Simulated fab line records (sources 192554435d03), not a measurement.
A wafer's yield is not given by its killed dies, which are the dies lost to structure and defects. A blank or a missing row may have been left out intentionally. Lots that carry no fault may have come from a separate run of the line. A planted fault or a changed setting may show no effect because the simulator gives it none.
Comparing a struck lot with a sound one ; flow n5 finfet ; 44 out of 1938 route steps
Sound: the wafers L135.2, L135.3, L135.5. Struck: wafer L153.5 (left out: L153.6, a lot-mate that was not struck); the cause follows at the end.
At each step with rows: each side's tool, then ch and its chambers, then its first start. Under that, the readings that differ: sound wafers ; struck wafers ; difference of the means ; sigmas: that difference in standard deviations of wafers without a fault.
alike: a reading whose means differ by less than 2 such deviations, as well as words and numbers matching on both sides. not compared: withheld readings; readings where some wafer has no value; bounds like >300 that might hide an equal value; numbers whose values overlap and for which the record gives no deviation.
The two part at a step that has a row with sigmas, a row that says differs or no value, or rows on one side only. When numbers do not overlap yet have no deviation, they are printed without sigmas and do not part them. A reading that every wafer of one side lacks parts them only if that side has two wafers or more.

N5_BEOL_M3_STRIP_36: strips in N2/H2.
  sound on rie diel-01 ch 0,1,3, day 7 09:01; struck on rie diel-01 ch 2, day 12 05:45
  alike: drypump motor current A, n2 flow sccm, oes product au, rf vpp V, showerhead plenum p Torr, throttle valve pct
  not compared: rf hours counter h
then, 3 steps without rows for these wafers: N5_BEOL_M3_TRENCH_ETCH_37 (etches SiOC in C4F6/O2, target depth 55.555 nm, time 29.2 s); N5_BEOL_M3_ETCH_41 (etches SiCN in CH3F/O2, target depth 29.9 nm, time 52.5 s); N5_BEOL_M3_STRIP_97 (strips in N2/H2, time 10 s).
N5_BEOL_M3_OCD_MEAS_38:
  sound on ocd-01, day 7 09:13; struck on ocd-02, day 12 05:56
  alike: trench depth nm
then, 4 steps without rows for these wafers: N5_BEOL_M3_HM_STRIP_39 (strips TiN in peroxide tin strip, target depth 25 nm, time 158 s); N5_BEOL_M3_SRD_40 (time 30 s); N5_BEOL_M3_PRECLEAN_42 (cleans in residue remover, time 60 s); N5_BEOL_M3_SRD_43 (time 30 s).
N5_BEOL_M3_CD_MEAS_35: target cd 18 nm, target cd y 21 nm.
  sound on cd sem-03, day 7 09:29; struck on cd sem-03, day 12 06:05
  alike: cd nm
then, 2 steps without rows for these wafers: N5_BEOL_M3_DEGAS_44 (time 60 s); N5_BEOL_M3_PRE_CLEAN_45 (time 30 s).
N5_BEOL_M3_ALD_84: deposits TaN, pulse time 2 s, purge time 3 s, co reactant purge time 2 s.
  sound on ald metal-03 ch 2,3, day 7 10:22; struck on ald metal-04 ch 2, day 12 06:25
reading;sound;struck;difference;sigmas
ald cycles;30 30 30;48;+18;
  alike: heater power w
  not compared: model.TaN_of_BEOL_M3_ALD_84.thk nm
then, 2 steps without rows for these wafers: N5_BEOL_M3_SURFACE_TREAT_85; N5_BEOL_M3_CVD_47 (deposits Co from CCTBA/H2, target thk 3 nm, time 223.8 s).
N5_BEOL_M3_SPUTTER_48: material Cu, target thk 4.5 nm, time 8.29 s.
  sound on pvd sputter-01, day 7 11:07; struck on pvd sputter-01, day 12 06:52
  alike: throttle valve pct
then, 9 steps without rows for these wafers: N5_BEOL_M3_ANNEAL_49 (time 240 s); N5_BEOL_M3_SPUTTER_79 (material Cu, target thk 4.5 nm, time 8.29 s); N5_BEOL_M3_ANNEAL_80 (time 240 s); N5_BEOL_M3_SPUTTER_81 (material Cu, target thk 4.5 nm, time 8.29 s); N5_BEOL_M3_ANNEAL_82 (time 240 s); N5_BEOL_M3_SPUTTER_86 (material Cu, target thk 4.5 nm, time 8.29 s); N5_BEOL_M3_ANNEAL_87 (time 240 s); N5_BEOL_M3_SPUTTER_88 (material Cu, target thk 4.5 nm, time 8.29 s); N5_BEOL_M3_ANNEAL_89 (time 240 s).
N5_BEOL_M3_SPUTTER_90: material Cu, target thk 4.5 nm, time 8.29 s.
  sound on pvd sputter-01, day 7 12:13; struck on pvd sputter-01, day 12 07:58
  alike: throttle valve pct
then, 7 steps without rows for these wafers: N5_BEOL_M3_ANNEAL_91 (time 240 s); N5_BEOL_M3_SPUTTER_92 (material Cu, target thk 4.5 nm, time 8.29 s); N5_BEOL_M3_ANNEAL_93 (time 240 s); N5_BEOL_M3_SPUTTER_94 (material Cu, target thk 4.5 nm, time 8.29 s); N5_BEOL_M3_ANNEAL_95 (time 240 s); N5_BEOL_M3_SPUTTER_96 (material Cu, target thk 4.5 nm, time 8.29 s); N5_BEOL_M3_ECD_50 (material Cu, target thk 300 nm).
N5_BEOL_M3_ANNEAL_51: time 90 s.
  sound on rtp anneal-02 ch 0, day 7 13:07; struck on rtp anneal-01 ch 0, day 12 08:58
  alike: wafer_temp_C_max
then, 1 step without rows for these wafers: N5_BEOL_M3_CMP_52 (polishes, stops on SiOC, t overpolish 6.8 s, target thk 40 nm).
N5_BEOL_M3_THK_MEAS_53: measures by xrf.
  sound on film metro-02, day 7 13:41; struck on film metro-02, day 12 09:23
  alike: M3_THK
then, 1 step without rows for these wafers: N5_BEOL_M3_PRE_CLEAN_60 (time 15 s).
N5_BEOL_M3_CO_CAP_55: material Co, precursor CCTBA/H2, target thk 2 nm, time 102.1 s.
  sound on cvd co-01 ch 0,2, day 7 13:46; struck on cvd co-01 ch 1, day 12 09:29
  alike: heater power w
then, 2 steps without rows for these wafers: N5_BEOL_M3_PRE_CLEAN_56 (time 15 s); N5_BEOL_M3_DEP_57 (deposits SiCN from 3MS/NH3, target thk 8 nm, time 14 s).
N5_BEOL_M3_RS_MEAS_58: measures by four-point-probe.
  sound on film metro-01, day 7 13:57; struck on film metro-01, day 12 09:38
  alike: M3_RS
N5_BEOL_M3_INSPECT_59: inspects for defects (darkfield).
  sound on defect inspect-01, day 7 13:58; struck on defect inspect-01, day 12 09:40
  alike: raw defect count
N5_BEOL_M4_RC_MEAS_101:
  sound on prober-02 ch 0, day 8 01:31; struck on prober-02 ch 0, day 12 18:26
reading;sound;struck;difference;sigmas
CHAIN_V2 (ohm/link);225 222 230;413;+187;+19
CHAIN_V2_max_site (ohm/link);231 229 241;426;+192;+17
SERP_M3 (ohm/um);180 183 185;296;+113;+7
SERP_M3_max_site (ohm/um);191 196 195;324;+130;+7
  alike: DIBL_N, DIBL_P, IOFF_N, IOFF_P, ION_N, ION_P, SS_N, SS_P, VT_N, VT_P
-- here the record skips 4 days between the struck wafers' starts before and after, leaving off in module BEOL_M4 and picking up in module PASSIVATION (first step shown: number 1936 of the route) --
N5_PASSIVATION_PROBE_49:
  sound on prober-01, day 12 05:56; struck on prober-02, day 17 05:11
reading;sound;struck;difference;sigmas
sort_bin_8_speed (%);0 0 0;0.25;+0.25;+8
  alike: defect limited yield, killed_at_M0_to_M3, killed_at_M4_up, killed at contacts, killed at front end, killed at other, killed dies, killed open, killed short, sort_bin_5_function, sort_bin_6_memory, sort n pass

== WHERE THEY PART ==
Earliest at N5_BEOL_M4_RC_MEAS_101; latest, in this record, at N5_PASSIVATION_PROBE_49.

WHY: whatever the simulator had introduced
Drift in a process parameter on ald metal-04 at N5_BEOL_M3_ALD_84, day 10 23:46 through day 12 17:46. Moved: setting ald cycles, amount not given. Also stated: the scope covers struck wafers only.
